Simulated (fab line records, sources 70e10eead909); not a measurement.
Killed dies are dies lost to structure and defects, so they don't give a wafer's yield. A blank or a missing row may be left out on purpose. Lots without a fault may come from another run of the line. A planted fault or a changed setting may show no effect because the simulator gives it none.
Chamber matching | flow nand_harc | NHARC_A_CONTACT_CMP_20 on cmp-04: 4 sister chambers
The step polishes, t overpolish 30 s, target thk 300 nm. 4 wafers are shown with their chamber, then 7 later ones without.

WAFERS WITH THEIR CHAMBER
wafer  | chamber | motor_current_A (A)
L590.2 | 2       | 12.8
L598.4 | 3       | 13.8
L602.1 | 1       | 14.2
L602.2 | 0       | 10.3

WAFERS WITHOUT THEIR CHAMBER
wafer  | motor_current_A (A)
L602.3 | 13.7
L605.1 | 13.0
L605.3 | 12.5
L605.4 | 10.1
L606.3 | 12.3
L606.5 | 12.7
L606.6 | 14.1

WHICH CHAMBER EACH WENT THROUGH
wafer  | from the rows above     | in truth
L602.3 | can't be placed: 3 or 1 | 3
L605.1 | 2                       | 2
L605.3 | 2                       | 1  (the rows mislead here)
L605.4 | 0                       | 0
L606.3 | 2                       | 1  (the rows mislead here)
L606.5 | 2                       | 2
L606.6 | can't be placed: 1 or 3 | 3
Placed correctly: 3 of 7. Can't be placed from these rows: 2 (the true chamber is among the candidates in 2). Placed wrongly: 2.
How it was worked out, from the rows above alone: a wafer's distance from a chamber is the root of the sum, over the readings, of the square of ((its reading less the chamber's mean) divided by the reading's scatter). The wafer belongs to the nearest chamber; if the next one is less than 2 further off, it can't be placed. A chamber's mean is the mean of its shown wafers. The scatter: with one shown wafer a chamber, the root of the mean of the squares of how far each hidden wafer lies from its nearest shown one.
